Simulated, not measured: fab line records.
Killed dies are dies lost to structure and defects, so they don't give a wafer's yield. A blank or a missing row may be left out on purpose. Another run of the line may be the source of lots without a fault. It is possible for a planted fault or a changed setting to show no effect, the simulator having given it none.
fab line records / flow nand_harc
record lots=14 wafers=42 last_day=33
route steps=1302 shown A_SGD_CUT@915 A_SLIT@928
lots untouched by any fault: they come from a run of this same line in which no faults occurred
start_h: hours from the record's opening day to when the first of the lot's shown wafers began / wait_h: hours since the lot's step before / " identical to the entry in the row above / L1.1+2: a row that stands for several wafers / - either no value or no given start / * or withheld: withheld / < > ~ a bound
route shown NAME@n: names a module that has steps shown in the file, with the first one's number in the route / usual: mean/standard deviation of fault-free wafers / same: alike in all rows / chamber/n: place in a boat / sites: readings site by site / _std_site: their standard deviation / _edge_site: inner sites' mean taken away from outer sites' mean / radius_mm: for every site, how far away it sits from the centre of the wafer / mask NAME#n: copy n / behind: tool/chamber where the wafer was last shaped / hold: why the lot went on hold/how many hours it stayed there/how the hold came to an end / device: transistor that didn't switch, given as n, p or np / end of line: the tests these same wafers got at the end of their route / for a step that has no rows: nothing shown but its recipe / killed: the dies lost at the first sort to structure and to defects; this is not the yield of the wafer / map: a wafer's dies, x killed, . not, _ none there
set.NAME: setting as actually run; set.NAME@STEP: the setting as run at that earlier step / model.NAME: the simulator's own value behind a step, which no gauge read
steps of the route over a sample of lots; a table a step, a row a wafer
services: when a tool's chamber went out of use (start_h, in hours from the record's first day, below 0 if earlier), for how many hours, and the reason
## steps
# step NHARC_A_SGD_CUT_CMP_21
# recipe target_thk_nm=148.19
# usual motor_current_A=12.2/1.2 time_to_endpoint_s=51/3.1
lot.wafer=L919.2 tool=cmp-03 chamber=3 start_h=441.28 wait_h=0.4 motor_current_A=13.2 time_to_endpoint_s=53
lot.wafer=L919.6 tool=cmp-03 chamber=2 start_h=441.28 wait_h=0.4 motor_current_A=10.9 time_to_endpoint_s=48
lot.wafer=L919.5 tool=cmp-03 chamber=3 start_h=441.28 wait_h=0.4 motor_current_A=13.3 time_to_endpoint_s=50
lot.wafer=L920.2 tool=cmp-04 chamber=1 start_h=465.81 wait_h=0.4 motor_current_A=10.7 time_to_endpoint_s=49
lot.wafer=L920.1 tool=cmp-04 chamber=0 start_h=465.81 wait_h=0.4 motor_current_A=11.6 time_to_endpoint_s=50
lot.wafer=L920.5 tool=cmp-04 chamber=2 start_h=465.81 wait_h=0.4 motor_current_A=12.8 time_to_endpoint_s=50
lot.wafer=L923.1 tool=cmp-03 chamber=1 start_h=479.57 wait_h=0.4 motor_current_A=12.2 time_to_endpoint_s=53
lot.wafer=L923.2 tool=cmp-03 chamber=2 start_h=479.57 wait_h=0.4 motor_current_A=11.6 time_to_endpoint_s=46
lot.wafer=L923.5 tool=cmp-03 chamber=1 start_h=479.57 wait_h=0.4 motor_current_A=13.0 time_to_endpoint_s=54
lot.wafer=L921.1 tool=cmp-04 chamber=2 start_h=479.59 wait_h=0.4 motor_current_A=14.2 time_to_endpoint_s=51
lot.wafer=L921.4 tool=cmp-04 chamber=0 start_h=479.59 wait_h=0.4 motor_current_A=11.9 time_to_endpoint_s=47
lot.wafer=L921.6 tool=cmp-04 chamber=2 start_h=479.59 wait_h=0.4 motor_current_A=13.8 time_to_endpoint_s=53
lot.wafer=L922.4 tool=cmp-04 chamber=3 start_h=488.36 wait_h=0.4 motor_current_A=14.1 time_to_endpoint_s=52
lot.wafer=L922.6 tool=cmp-04 chamber=1 start_h=488.36 wait_h=0.4 motor_current_A=10.6 time_to_endpoint_s=55
lot.wafer=L922.5 tool=cmp-04 chamber=2 start_h=488.36 wait_h=0.4 motor_current_A=13.7 time_to_endpoint_s=52
lot.wafer=L924.3 tool=cmp-03 chamber=1 start_h=496.88 wait_h=0.4 motor_current_A=12.1 time_to_endpoint_s=53
lot.wafer=L924.2 tool=cmp-03 chamber=2 start_h=496.88 wait_h=0.4 motor_current_A=10.7 time_to_endpoint_s=47
lot.wafer=L924.6 tool=cmp-03 chamber=3 start_h=496.88 wait_h=0.4 motor_current_A=13.3 time_to_endpoint_s=49
lot.wafer=L926.3 tool=cmp-03 chamber=3 start_h=524.12 wait_h=0.4 motor_current_A=13.1 time_to_endpoint_s=54
lot.wafer=L926.1 tool=cmp-03 chamber=2 start_h=524.12 wait_h=0.4 motor_current_A=11.2 time_to_endpoint_s=48
lot.wafer=L926.5 tool=cmp-03 chamber=0 start_h=524.12 wait_h=0.4 motor_current_A=13.0 time_to_endpoint_s=55
lot.wafer=L927.2 tool=cmp-04 chamber=0 start_h=524.15 wait_h=0.4 motor_current_A=11.4 time_to_endpoint_s=49
lot.wafer=L927.4 tool=cmp-04 chamber=1 start_h=524.15 wait_h=0.4 motor_current_A=10.0 time_to_endpoint_s=55
lot.wafer=L927.1 tool=cmp-04 chamber=2 start_h=524.15 wait_h=0.4 motor_current_A=13.0 time_to_endpoint_s=55
lot.wafer=L929.3 tool=cmp-03 chamber=2 start_h=535.98 wait_h=0.4 motor_current_A=11.4 time_to_endpoint_s=46
lot.wafer=L929.6 tool=cmp-03 chamber=3 start_h=535.98 wait_h=0.4 motor_current_A=13.7 time_to_endpoint_s=52
lot.wafer=L929.5 tool=cmp-03 chamber=0 start_h=535.98 wait_h=0.4 motor_current_A=12.0 time_to_endpoint_s=50
lot.wafer=L934.2 tool=cmp-04 chamber=0 start_h=572.38 wait_h=0.4 motor_current_A=12.0 time_to_endpoint_s=52
lot.wafer=L934.4 tool=cmp-04 chamber=1 start_h=572.38 wait_h=0.4 motor_current_A=9.7 time_to_endpoint_s=52
lot.wafer=L934.3 tool=cmp-04 chamber=3 start_h=572.38 wait_h=0.4 motor_current_A=13.4 time_to_endpoint_s=52
lot.wafer=L933.2 tool=cmp-03 chamber=3 start_h=572.43 wait_h=0.4 motor_current_A=13.6 time_to_endpoint_s=51
lot.wafer=L933.3 tool=cmp-03 chamber=0 start_h=572.43 wait_h=0.4 motor_current_A=12.4 time_to_endpoint_s=52
lot.wafer=L933.6 tool=cmp-03 chamber=2 start_h=572.43 wait_h=0.4 motor_current_A=11.1 time_to_endpoint_s=44
lot.wafer=L935.3 tool=cmp-04 chamber=0 start_h=594.57 wait_h=0.4 motor_current_A=11.7 time_to_endpoint_s=48
lot.wafer=L935.4 tool=cmp-04 chamber=1 start_h=594.57 wait_h=0.4 motor_current_A=9.9 time_to_endpoint_s=51
lot.wafer=L935.5 tool=cmp-04 chamber=2 start_h=594.57 wait_h=0.4 motor_current_A=13.6 time_to_endpoint_s=52
lot.wafer=L941.3 tool=cmp-03 chamber=2 start_h=650.69 wait_h=0.4 motor_current_A=11.8 time_to_endpoint_s=48
lot.wafer=L941.1 tool=cmp-03 chamber=0 start_h=650.69 wait_h=0.4 motor_current_A=12.4 time_to_endpoint_s=49
lot.wafer=L941.5 tool=cmp-03 chamber=2 start_h=650.69 wait_h=0.4 motor_current_A=11.1 time_to_endpoint_s=43
lot.wafer=L942.2 tool=cmp-03 chamber=3 start_h=660.74 wait_h=0.4 motor_current_A=13.2 time_to_endpoint_s=51
lot.wafer=L942.4 tool=cmp-03 chamber=2 start_h=660.74 wait_h=0.4 motor_current_A=10.5 time_to_endpoint_s=48
lot.wafer=L942.6 tool=cmp-03 chamber=3 start_h=660.74 wait_h=0.4 motor_current_A=13.1 time_to_endpoint_s=54
# step NHARC_A_SLIT_SOFTBAKE_04
# recipe temp_c=105 time_s=55
# usual heater_power_total_W=188.45/0.15
lot.wafer=L919.2 tool=litho_track-06 chamber=0 start_h=447 wait_h=- heater_power_total_W=188.70
lot.wafer=L919.5 tool=litho_track-06 chamber=0 start_h=447 wait_h=- heater_power_total_W=188.34
lot.wafer=L919.6 tool=litho_track-06 chamber=0 start_h=447 wait_h=- heater_power_total_W=188.41
lot.wafer=L920.1 tool=litho_track-06 chamber=0 start_h=471 wait_h=- heater_power_total_W=188.57
lot.wafer=L920.2 tool=litho_track-06 chamber=0 start_h=471 wait_h=- heater_power_total_W=188.33
lot.wafer=L920.5 tool=litho_track-06 chamber=0 start_h=471 wait_h=- heater_power_total_W=188.47
lot.wafer=L923.1 tool=litho_track-01 chamber=0 start_h=484 wait_h=- heater_power_total_W=188.37
lot.wafer=L923.2 tool=litho_track-01 chamber=0 start_h=484 wait_h=- heater_power_total_W=188.55
lot.wafer=L923.5 tool=litho_track-01 chamber=0 start_h=484 wait_h=- heater_power_total_W=188.48
lot.wafer=L921.1 tool=litho_track-06 chamber=0 start_h=484 wait_h=- heater_power_total_W=188.29
lot.wafer=L921.4 tool=litho_track-06 chamber=0 start_h=484 wait_h=- heater_power_total_W=188.71
lot.wafer=L921.6 tool=litho_track-06 chamber=0 start_h=484 wait_h=- heater_power_total_W=188.40
lot.wafer=L922.4 tool=litho_track-06 chamber=0 start_h=494 wait_h=- heater_power_total_W=188.34
lot.wafer=L922.5 tool=litho_track-06 chamber=0 start_h=494 wait_h=- heater_power_total_W=188.29
lot.wafer=L922.6 tool=litho_track-06 chamber=0 start_h=494 wait_h=- heater_power_total_W=188.36
lot.wafer=L924.2 tool=litho_track-06 chamber=0 start_h=504 wait_h=- heater_power_total_W=188.74
lot.wafer=L924.3 tool=litho_track-06 chamber=0 start_h=504 wait_h=- heater_power_total_W=188.51
lot.wafer=L924.6 tool=litho_track-06 chamber=0 start_h=504 wait_h=- heater_power_total_W=188.83
lot.wafer=L927.1 tool=litho_track-04 chamber=0 start_h=529 wait_h=- heater_power_total_W=188.36
lot.wafer=L927.2 tool=litho_track-04 chamber=0 start_h=529 wait_h=- heater_power_total_W=188.42
lot.wafer=L927.4 tool=litho_track-04 chamber=0 start_h=529 wait_h=- heater_power_total_W=188.32
lot.wafer=L926.1 tool=litho_track-04 chamber=0 start_h=529 wait_h=- heater_power_total_W=188.41
lot.wafer=L926.3 tool=litho_track-04 chamber=0 start_h=529 wait_h=- heater_power_total_W=188.35
lot.wafer=L926.5 tool=litho_track-04 chamber=0 start_h=529 wait_h=- heater_power_total_W=188.48
lot.wafer=L929.3 tool=litho_track-06 chamber=0 start_h=541 wait_h=- heater_power_total_W=188.31
lot.wafer=L929.5 tool=litho_track-06 chamber=0 start_h=541 wait_h=- heater_power_total_W=188.49
lot.wafer=L929.6 tool=litho_track-06 chamber=0 start_h=541 wait_h=- heater_power_total_W=188.42
lot.wafer=L933.2 tool=litho_track-04 chamber=0 start_h=577 wait_h=- heater_power_total_W=188.55
lot.wafer=L933.3 tool=litho_track-04 chamber=0 start_h=577 wait_h=- heater_power_total_W=188.29
lot.wafer=L933.6 tool=litho_track-04 chamber=0 start_h=577 wait_h=- heater_power_total_W=188.47
lot.wafer=L934.2 tool=litho_track-06 chamber=0 start_h=578 wait_h=- heater_power_total_W=188.28
lot.wafer=L934.3 tool=litho_track-06 chamber=0 start_h=578 wait_h=- heater_power_total_W=188.33
lot.wafer=L934.4 tool=litho_track-06 chamber=0 start_h=578 wait_h=- heater_power_total_W=188.25
lot.wafer=L935.3 tool=litho_track-01 chamber=0 start_h=599 wait_h=- heater_power_total_W=188.72
lot.wafer=L935.4 tool=litho_track-01 chamber=0 start_h=599 wait_h=- heater_power_total_W=188.43
lot.wafer=L935.5 tool=litho_track-01 chamber=0 start_h=599 wait_h=- heater_power_total_W=188.73
lot.wafer=L941.1 tool=litho_track-06 chamber=0 start_h=659 wait_h=- heater_power_total_W=193.18
lot.wafer=L941.3 tool=litho_track-06 chamber=0 start_h=659 wait_h=- heater_power_total_W=193.12
lot.wafer=L941.5 tool=litho_track-06 chamber=0 start_h=659 wait_h=- heater_power_total_W=193.22
lot.wafer=L942.2 tool=litho_track-06 chamber=0 start_h=666 wait_h=- heater_power_total_W=193.45
lot.wafer=L942.4 tool=litho_track-06 chamber=0 start_h=666 wait_h=- heater_power_total_W=193.11
lot.wafer=L942.6 tool=litho_track-06 chamber=0 start_h=666 wait_h=- heater_power_total_W=193.00
# step NHARC_A_SLIT_CD_MEAS_09
# recipe target_cd_nm=300 landing_energy_ev=500
# usual cd_nm=299.9/0.46
lot.wafer=L919.2 tool=cd_sem-01 chamber=0 start_h=447.87 wait_h=- cd_nm=299.9
lot.wafer=L919.5 tool=cd_sem-01 chamber=0 start_h=447.87 wait_h=- cd_nm=299.4
lot.wafer=L919.6 tool=cd_sem-01 chamber=0 start_h=447.87 wait_h=- cd_nm=299.3
lot.wafer=L920.1 tool=cd_sem-03 chamber=0 start_h=471.72 wait_h=- cd_nm=300.4
lot.wafer=L920.2 tool=cd_sem-03 chamber=0 start_h=471.72 wait_h=- cd_nm=300.0
lot.wafer=L920.5 tool=cd_sem-03 chamber=0 start_h=471.72 wait_h=- cd_nm=300.4
lot.wafer=L923.1 tool=cd_sem-02 chamber=0 start_h=485.20 wait_h=- cd_nm=299.4
lot.wafer=L923.2 tool=cd_sem-02 chamber=0 start_h=485.20 wait_h=- cd_nm=300.5
lot.wafer=L923.5 tool=cd_sem-02 chamber=0 start_h=485.20 wait_h=- cd_nm=299.8
lot.wafer=L921.1 tool=cd_sem-02 chamber=0 start_h=485.37 wait_h=- cd_nm=300.5
lot.wafer=L921.4 tool=cd_sem-02 chamber=0 start_h=485.37 wait_h=- cd_nm=299.6
lot.wafer=L921.6 tool=cd_sem-02 chamber=0 start_h=485.37 wait_h=- cd_nm=300.7
lot.wafer=L922.4 tool=cd_sem-03 chamber=0 start_h=495.08 wait_h=- cd_nm=299.6
lot.wafer=L922.5 tool=cd_sem-03 chamber=0 start_h=495.08 wait_h=- cd_nm=300.1
lot.wafer=L922.6 tool=cd_sem-03 chamber=0 start_h=495.08 wait_h=- cd_nm=301.0
lot.wafer=L924.2 tool=cd_sem-01 chamber=0 start_h=505.26 wait_h=- cd_nm=299.5
lot.wafer=L924.3 tool=cd_sem-01 chamber=0 start_h=505.26 wait_h=- cd_nm=299.3
lot.wafer=L924.6 tool=cd_sem-01 chamber=0 start_h=505.26 wait_h=- cd_nm=299.2
lot.wafer=L927.1 tool=cd_sem-03 chamber=0 start_h=529.76 wait_h=- cd_nm=299.7
lot.wafer=L927.2 tool=cd_sem-03 chamber=0 start_h=529.76 wait_h=- cd_nm=299.6
lot.wafer=L927.4 tool=cd_sem-03 chamber=0 start_h=529.76 wait_h=- cd_nm=300.4
lot.wafer=L926.1 tool=cd_sem-01 chamber=0 start_h=529.79 wait_h=- cd_nm=299.6
lot.wafer=L926.3 tool=cd_sem-01 chamber=0 start_h=529.79 wait_h=- cd_nm=299.0
lot.wafer=L926.5 tool=cd_sem-01 chamber=0 start_h=529.79 wait_h=- cd_nm=299.9
lot.wafer=L929.3 tool=cd_sem-01 chamber=0 start_h=541.54 wait_h=- cd_nm=300.4
lot.wafer=L929.5 tool=cd_sem-01 chamber=0 start_h=541.54 wait_h=- cd_nm=300.0
lot.wafer=L929.6 tool=cd_sem-01 chamber=0 start_h=541.54 wait_h=- cd_nm=300.3
lot.wafer=L933.2 tool=cd_sem-02 chamber=0 start_h=577.88 wait_h=- cd_nm=300.4
lot.wafer=L933.3 tool=cd_sem-02 chamber=0 start_h=577.88 wait_h=- cd_nm=300.2
lot.wafer=L933.6 tool=cd_sem-02 chamber=0 start_h=577.88 wait_h=- cd_nm=300.2
lot.wafer=L934.2 tool=cd_sem-02 chamber=0 start_h=578.76 wait_h=- cd_nm=299.7
lot.wafer=L934.3 tool=cd_sem-02 chamber=0 start_h=578.76 wait_h=- cd_nm=300.3
lot.wafer=L934.4 tool=cd_sem-02 chamber=0 start_h=578.76 wait_h=- cd_nm=300.4
lot.wafer=L935.3 tool=cd_sem-01 chamber=0 start_h=600.11 wait_h=- cd_nm=300.7
lot.wafer=L935.4 tool=cd_sem-01 chamber=0 start_h=600.11 wait_h=- cd_nm=300.3
lot.wafer=L935.5 tool=cd_sem-01 chamber=0 start_h=600.11 wait_h=- cd_nm=300.0
lot.wafer=L941.1 tool=cd_sem-03 chamber=0 start_h=660.03 wait_h=- cd_nm=300.6
lot.wafer=L941.3 tool=cd_sem-03 chamber=0 start_h=660.03 wait_h=- cd_nm=300.1
lot.wafer=L941.5 tool=cd_sem-03 chamber=0 start_h=660.03 wait_h=- cd_nm=300.2
lot.wafer=L942.2 tool=cd_sem-03 chamber=0 start_h=666.58 wait_h=- cd_nm=299.6
lot.wafer=L942.4 tool=cd_sem-03 chamber=0 start_h=666.58 wait_h=- cd_nm=299.9
lot.wafer=L942.6 tool=cd_sem-03 chamber=0 start_h=666.58 wait_h=- cd_nm=300.8
# step NHARC_A_SLIT_OVL_MEAS_10
# usual overlay_x_nm=-0.2/0.74 overlay_y_nm=0.0/0.79
lot.wafer=L919.2 tool=overlay-01 chamber=- start_h=447.96 wait_h=- overlay_x_nm=0.4 overlay_y_nm=1.1
lot.wafer=L919.5 tool=overlay-01 chamber=- start_h=447.96 wait_h=- overlay_x_nm=0.0 overlay_y_nm=0.9
lot.wafer=L919.6 tool=overlay-01 chamber=- start_h=447.96 wait_h=- overlay_x_nm=0.3 overlay_y_nm=0.7
lot.wafer=L920.1 tool=overlay-01 chamber=- start_h=471.81 wait_h=- overlay_x_nm=-0.8 overlay_y_nm=-1.1
lot.wafer=L920.2 tool=overlay-01 chamber=- start_h=471.81 wait_h=- overlay_x_nm=-1.1 overlay_y_nm=-0.6
lot.wafer=L920.5 tool=overlay-01 chamber=- start_h=471.81 wait_h=- overlay_x_nm=-0.7 overlay_y_nm=-0.9
lot.wafer=L923.1 tool=overlay-02 chamber=- start_h=485.30 wait_h=- overlay_x_nm=-0.5 overlay_y_nm=-0.8
lot.wafer=L923.2 tool=overlay-02 chamber=- start_h=485.30 wait_h=- overlay_x_nm=-0.4 overlay_y_nm=0.1
lot.wafer=L923.5 tool=overlay-02 chamber=- start_h=485.30 wait_h=- overlay_x_nm=-0.4 overlay_y_nm=-0.4
lot.wafer=L921.1 tool=overlay-01 chamber=- start_h=485.46 wait_h=- overlay_x_nm=0.6 overlay_y_nm=0.0
lot.wafer=L921.4 tool=overlay-01 chamber=- start_h=485.46 wait_h=- overlay_x_nm=0.5 overlay_y_nm=-0.1
lot.wafer=L921.6 tool=overlay-01 chamber=- start_h=485.46 wait_h=- overlay_x_nm=0.6 overlay_y_nm=0.2
lot.wafer=L922.4 tool=overlay-02 chamber=- start_h=495.16 wait_h=- overlay_x_nm=-0.3 overlay_y_nm=1.3
lot.wafer=L922.5 tool=overlay-02 chamber=- start_h=495.16 wait_h=- overlay_x_nm=-0.8 overlay_y_nm=1.1
lot.wafer=L922.6 tool=overlay-02 chamber=- start_h=495.16 wait_h=- overlay_x_nm=-0.8 overlay_y_nm=1.4
lot.wafer=L924.2 tool=overlay-01 chamber=- start_h=505.35 wait_h=- overlay_x_nm=-0.7 overlay_y_nm=0.8
lot.wafer=L924.3 tool=overlay-01 chamber=- start_h=505.35 wait_h=- overlay_x_nm=-0.2 overlay_y_nm=0.6
lot.wafer=L924.6 tool=overlay-01 chamber=- start_h=505.35 wait_h=- overlay_x_nm=-0.2 overlay_y_nm=0.5
lot.wafer=L927.1 tool=overlay-01 chamber=- start_h=529.85 wait_h=- overlay_x_nm=-1.4 overlay_y_nm=-0.3
lot.wafer=L927.2 tool=overlay-01 chamber=- start_h=529.85 wait_h=- overlay_x_nm=-2.3 overlay_y_nm=-0.2
lot.wafer=L927.4 tool=overlay-01 chamber=- start_h=529.85 wait_h=- overlay_x_nm=-1.4 overlay_y_nm=-0.4
lot.wafer=L926.1 tool=overlay-01 chamber=- start_h=529.88 wait_h=- overlay_x_nm=-1.3 overlay_y_nm=0.1
lot.wafer=L926.3 tool=overlay-01 chamber=- start_h=529.88 wait_h=- overlay_x_nm=-0.5 overlay_y_nm=0.5
lot.wafer=L926.5 tool=overlay-01 chamber=- start_h=529.88 wait_h=- overlay_x_nm=-0.3 overlay_y_nm=-0.3
lot.wafer=L929.3 tool=overlay-01 chamber=- start_h=541.63 wait_h=- overlay_x_nm=-0.5 overlay_y_nm=-0.2
lot.wafer=L929.5 tool=overlay-01 chamber=- start_h=541.63 wait_h=- overlay_x_nm=0.2 overlay_y_nm=-0.2
lot.wafer=L929.6 tool=overlay-01 chamber=- start_h=541.63 wait_h=- overlay_x_nm=0.3 overlay_y_nm=-1.0
lot.wafer=L933.2 tool=overlay-01 chamber=- start_h=577.97 wait_h=- overlay_x_nm=-0.5 overlay_y_nm=-0.7
lot.wafer=L933.3 tool=overlay-01 chamber=- start_h=577.97 wait_h=- overlay_x_nm=0.4 overlay_y_nm=-0.8
lot.wafer=L933.6 tool=overlay-01 chamber=- start_h=577.97 wait_h=- overlay_x_nm=-0.4 overlay_y_nm=-1.0
lot.wafer=L934.2 tool=overlay-02 chamber=- start_h=578.85 wait_h=- overlay_x_nm=0.4 overlay_y_nm=-1.6
lot.wafer=L934.3 tool=overlay-02 chamber=- start_h=578.85 wait_h=- overlay_x_nm=0.3 overlay_y_nm=-2.2
lot.wafer=L934.4 tool=overlay-02 chamber=- start_h=578.85 wait_h=- overlay_x_nm=0.3 overlay_y_nm=-1.7
lot.wafer=L935.3 tool=overlay-02 chamber=- start_h=600.20 wait_h=- overlay_x_nm=-0.5 overlay_y_nm=-0.8
lot.wafer=L935.4 tool=overlay-02 chamber=- start_h=600.20 wait_h=- overlay_x_nm=-0.4 overlay_y_nm=-0.6
lot.wafer=L935.5 tool=overlay-02 chamber=- start_h=600.20 wait_h=- overlay_x_nm=-0.4 overlay_y_nm=0.2
lot.wafer=L941.1 tool=overlay-02 chamber=- start_h=660.12 wait_h=- overlay_x_nm=0.1 overlay_y_nm=0.4
lot.wafer=L941.3 tool=overlay-02 chamber=- start_h=660.12 wait_h=- overlay_x_nm=0.7 overlay_y_nm=-0.1
lot.wafer=L941.5 tool=overlay-02 chamber=- start_h=660.12 wait_h=- overlay_x_nm=0.0 overlay_y_nm=0.5
lot.wafer=L942.2 tool=overlay-02 chamber=- start_h=666.66 wait_h=- overlay_x_nm=0.9 overlay_y_nm=0.5
lot.wafer=L942.4 tool=overlay-02 chamber=- start_h=666.66 wait_h=- overlay_x_nm=1.2 overlay_y_nm=0.7
lot.wafer=L942.6 tool=overlay-02 chamber=- start_h=666.66 wait_h=- overlay_x_nm=1.3 overlay_y_nm=0.3
## services
tool=cmp-04 chamber=- start_h=431.00 hours=0.3 kind=repair
tool=cmp-03 chamber=- start_h=433.48 hours=1.8 kind=repair
tool=cmp-03 chamber=- start_h=456.00 hours=4.0 kind=pm
tool=cmp-03 chamber=- start_h=460.00 hours=- kind=consumable_replace:conditioner
tool=cmp-03 chamber=- start_h=460.00 hours=- kind=consumable_replace:pad
tool=cmp-03 chamber=- start_h=501.26 hours=0.5 kind=repair
tool=cmp-04 chamber=- start_h=504.19 hours=4.0 kind=pm
tool=litho_track-01 chamber=- start_h=505.00 hours=7.0 kind=pm
tool=cmp-04 chamber=- start_h=508.19 hours=- kind=consumable_replace:conditioner
tool=litho_track-06 chamber=- start_h=529.00 hours=7.0 kind=pm
tool=cmp-04 chamber=- start_h=541.29 hours=1.7 kind=repair
tool=litho_track-04 chamber=- start_h=553.00 hours=7.0 kind=pm
tool=cmp-03 chamber=- start_h=554.00 hours=4.0 kind=pm
tool=cmp-03 chamber=- start_h=558.00 hours=- kind=consumable_replace:conditioner
tool=cmp-03 chamber=- start_h=558.00 hours=- kind=consumable_replace:pad
tool=cmp-04 chamber=- start_h=577.86 hours=3.6 kind=repair
tool=cmp-04 chamber=- start_h=602.19 hours=4.0 kind=pm
tool=cmp-03 chamber=- start_h=615.56 hours=5.0 kind=repair
tool=cmp-04 chamber=- start_h=631.79 hours=1.0 kind=repair
tool=cmp-03 chamber=- start_h=640.89 hours=1.0 kind=repair
tool=cmp-03 chamber=- start_h=652.00 hours=4.0 kind=pm
tool=cmp-03 chamber=- start_h=656.00 hours=- kind=consumable_replace:conditioner
tool=cmp-03 chamber=- start_h=656.00 hours=- kind=consumable_replace:pad
tool=cmp-03 chamber=- start_h=665.00 hours=0.8 kind=repair
## key
first_sign step=NHARC_A_SLIT_SOFTBAKE_04 reading=heater_power_total_W direction=up sigmas=33 usual=* struck=*
effect none on later readings
met_at NHARC_A_SLIT_SOFTBAKE_04
struck_lots L941,L942
tester_left_out L941,L942
not_acting_at NHARC_A_SGD_CUT_CMP_21,NHARC_A_SLIT_CD_MEAS_09,NHARC_A_SLIT_OVL_MEAS_10
onset_between 578 659
earlier_fault kind=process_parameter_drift tool=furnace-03 chamber=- onset_h=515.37 steps=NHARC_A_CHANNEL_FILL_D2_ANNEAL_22 channel=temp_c offset=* shape=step acts_in=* stated=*
fault kind=process_parameter_drift tool=litho_track-06 chamber=- onset_h=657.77 steps=NHARC_A_SLIT_SOFTBAKE_04 channel=time_s offset=* shape=step acts_in=* stated=*
# tester_left_out: of these lots the tester's yield and bins aren't shown, on N5 and GAA mostly nor the transistor test; their killed dies are dies lost to structure and defects alone, not to doping, threshold or leakage, so they don't give the yield
